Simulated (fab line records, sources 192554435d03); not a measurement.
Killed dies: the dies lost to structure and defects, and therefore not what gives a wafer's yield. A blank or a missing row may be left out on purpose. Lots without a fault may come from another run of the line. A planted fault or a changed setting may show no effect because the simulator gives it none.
Problem report, 8D (eight disciplines) form, completed by code -- flow n5-finfet -- the parts of the form that need people (team, actions taken, sign-off) are left out

## 1. THE PROBLEM
At N5_BEOL_M4_INSPECT_13, raw-defect-count averages 919 over 2 wafers from 2 lots, while fault-free wafers read 393, standard deviation 92. Measured from the usual mean, that is +5.7 standard deviations.
The step: inspects for defects (brightfield).
Earliest sighting: wafer L394.6 on defect-inspect-01 at day 11 19:26. Wafers with a number at this step in the record: 27, from 9 lots. Rule for "out" (also "out of limits"): further than 4 standard deviations from the usual mean. All remaining wafers that have a number are taken as sound.

## 2. WHAT THIS IS AND IS NOT
question,is,is not
which readings at this step,raw-defect-count,-
which lots,"L394, L398","L377, L378, L384, L385, L386, L389, L397"
which wafers of those lots,"L394.6, L398.4","L394.2, L394.5, L398.1, L398.6"
read on which gauges,defect-inspect-01,defect-inspect-02
when,from day 11 19:26,"up to then (20 sound wafers); but 5 sound wafers of L397, L398 came after"

## 3. SUSPECTS, AND WHAT RULES EACH OUT
Counting: a tool at a process step up to the reading stays a suspect if it ran every lot that is out. Sound lots after the first of them don't rule it out here, since some wafers of a struck lot are sound.
- the gauge at N5_BEOL_M4_INSPECT_13 has been ruled out. All the wafers that are out were read on defect-inspect-01, but those of them that N5_PASSIVATION_PROBE_49 has rows for are out there too, on other tools.
- rtp-anneal-02 at N5_BEOL_M3_ANNEAL_51 (time 90 s): kept. It ran every lot that is out, first L394 (day 11 17:25); its last sound lot up to then is L385 (day 10 03:15).
- pvd-sputter-01 at N5_BEOL_M4_HM_DEP_02 (deposits TiN, target thk 20 nm): kept. It ran every lot that is out, first L394 (day 11 18:57); its last sound lot up to then is L389 (day 11 03:23).
Remaining after the count are rtp-anneal-02 at N5_BEOL_M3_ANNEAL_51 and pvd-sputter-01 at N5_BEOL_M4_HM_DEP_02.

## 4. THE CAUSE (what the simulator had put in)
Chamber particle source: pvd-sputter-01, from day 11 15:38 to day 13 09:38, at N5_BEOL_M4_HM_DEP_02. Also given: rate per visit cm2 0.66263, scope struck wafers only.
After counting, 2 suspects remain, this tool included.

## 5. SEQUENCE OF EFFECTS, ordered by route
Each row: a reading whose mean over the struck wafers that have a number lies more than 3 standard deviations from the usual. Only readings whose record carries a usual standard deviation are examined. hours: median over the lots of the time between each lot's start at the first step of this table that gives one and its start at this step. sigmas: the change, counted in usual standard deviations.
hours,step,reading,usual,on struck wafers,change,sigmas
0,N5_BEOL_M4_INSPECT_13,raw-defect-count,393,919,+526,+5.7
1,N5_BEOL_M4_INSPECT_30,raw-defect-count,393,910,+517,+5.6
129,N5_PASSIVATION_PROBE_49,defect-limited-yield,91.0 %,81.2,-9.8,-7.0
129,N5_PASSIVATION_PROBE_49,killed_at_M4_up,14,137,+123,+22
129,N5_PASSIVATION_PROBE_49,killed-dies,106,221,+115,+7.2
129,N5_PASSIVATION_PROBE_49,sort_bin_5_function,5.3 %,11.7,+6.4,+7.1
129,N5_PASSIVATION_PROBE_49,sort-n-pass,1070,959,-111,-4.0
129,N5_PASSIVATION_PROBE_49,sort-yield-pct,90.7 %,81.2,-9.5,-3.9
It contains these process steps:
- N5_PASSIVATION_PROBE_49
Later measuring or inspecting steps at which every struck wafer that the step has a row for has a number for every such reading, and none has moved that far: N5_BEOL_M4_RC_MEAS_101.

## 6. WHAT WOULD HAVE CAUGHT IT SOONER
In this record the first reading out of limits at a measuring or inspecting step was taken at day 11 19:26, 4 hours after the fault began at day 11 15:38.
Tool readings at N5_BEOL_M4_HM_DEP_02 with a usual standard deviation given in the record: none out on any struck wafer, hence no alarm at a limit of 4 standard deviations on them.
Among the 2 lots that are out, L398 began N5_BEOL_M4_HM_DEP_02 on pvd-sputter-01 after day 11 19:26. A tool hold placed at that time would have kept it from harm.
